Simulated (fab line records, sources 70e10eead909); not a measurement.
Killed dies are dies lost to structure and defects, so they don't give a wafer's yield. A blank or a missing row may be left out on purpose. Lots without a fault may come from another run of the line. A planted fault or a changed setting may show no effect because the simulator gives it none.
Problem report in the 8D (eight disciplines) form, filled by code | flow nand_harc | the parts of the form that need people (team, actions taken, sign-off) are left out

1. THE PROBLEM
rf_fwd_power_W at NHARC_A_SLIT_DEP_25 reads a mean of 754 W on 6 wafers of 2 lots; wafers without a fault read 897 W with a standard deviation of 3. That is -48 standard deviations from the usual mean.
The step: deposits SiO2, target thk 200 nm.
First seen on wafer L142.1, day 17 07:52, on pecvd-03. The record holds 39 wafers of 13 lots with a number at this step. Rule for "out", or "out of limits": more than 4 standard deviations from the usual mean. The other wafers with a number count as sound.

2. WHAT IT IS AND WHAT IT IS NOT
question                    | is                     | is not
which readings at this step | rf_fwd_power_W         | mfc_precursor_sccm, throttle_valve_pct
which lots                  | L141, L142             | L129, L130, L131, L132, L133, L134, L137, L146, L148, L149, L150
which wafers of those lots  | all that have a number | -
read on which tools         | pecvd-03               | pecvd-02, pecvd-04
when                        | from day 17 07:52      | up to then (21 sound wafers); but 12 sound wafers of L146, L148, L149, L150 came after

3. SUSPECTS, AND WHAT RULES EACH OUT
Counting: a tool at a process step up to the reading stays a suspect if it ran every lot that is out and no sound lot after the first of them.
- rie_diel-03 at NHARC_A_SGD_CUT_ETCH_16 (etches the open film in C4F8/O2/Ar, target depth 310.5 nm, time 155.2 s): ruled out as a lasting fault. Sound lots L149 ran on it after its first lot that is out, L142 (day 17 07:04). NHARC_A_SGD_CUT_ETCH_16 gives no start for some lots, so the hours and the order of its lots are those of NHARC_A_SGD_CUT_CMP_21.
- pecvd-03 at NHARC_A_SLIT_DEP_25 (deposits SiO2, target thk 200 nm): kept. It ran every lot that is out, first L142 (day 17 07:52), and no sound lot after that; its last sound lot up to then is L133 (day 15 11:46). Its own readings are out on those wafers: rf_fwd_power_W.
Left after counting: pecvd-03 at NHARC_A_SLIT_DEP_25.

4. THE CAUSE (what the simulator had put in)
Process parameter drift: pecvd-03, from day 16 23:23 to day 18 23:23, at NHARC_A_SLIT_DEP_25. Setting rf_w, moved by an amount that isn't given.
Counting left only this tool.

5. THE CHAIN OF EFFECTS, in route order
Each row: a reading whose mean over the struck wafers that have a number lies more than 3 standard deviations from the usual. Only readings for which the record gives a usual standard deviation are gone through. hours: the time from each lot's start at the first step in this table that gives one to its start at this step, as a median over the lots. sigmas: the change in usual standard deviations.
hours | step                | reading        | usual | on struck wafers | change | sigmas
0     | NHARC_A_SLIT_DEP_25 | rf_fwd_power_W | 897 W | 754              | -143   | -48
The process steps in it:
- NHARC_A_SLIT_DEP_25: deposits SiO2, target thk 200 nm.
Later measuring or inspecting steps at which every struck wafer that the step has a row for has a number for every such reading, and none has moved that far: NHARC_END_SORT_01.

6. WHAT WOULD HAVE CAUGHT IT SOONER
In this record the first reading out of limits was taken at day 17 07:52, 8 hours after the fault began at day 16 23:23.
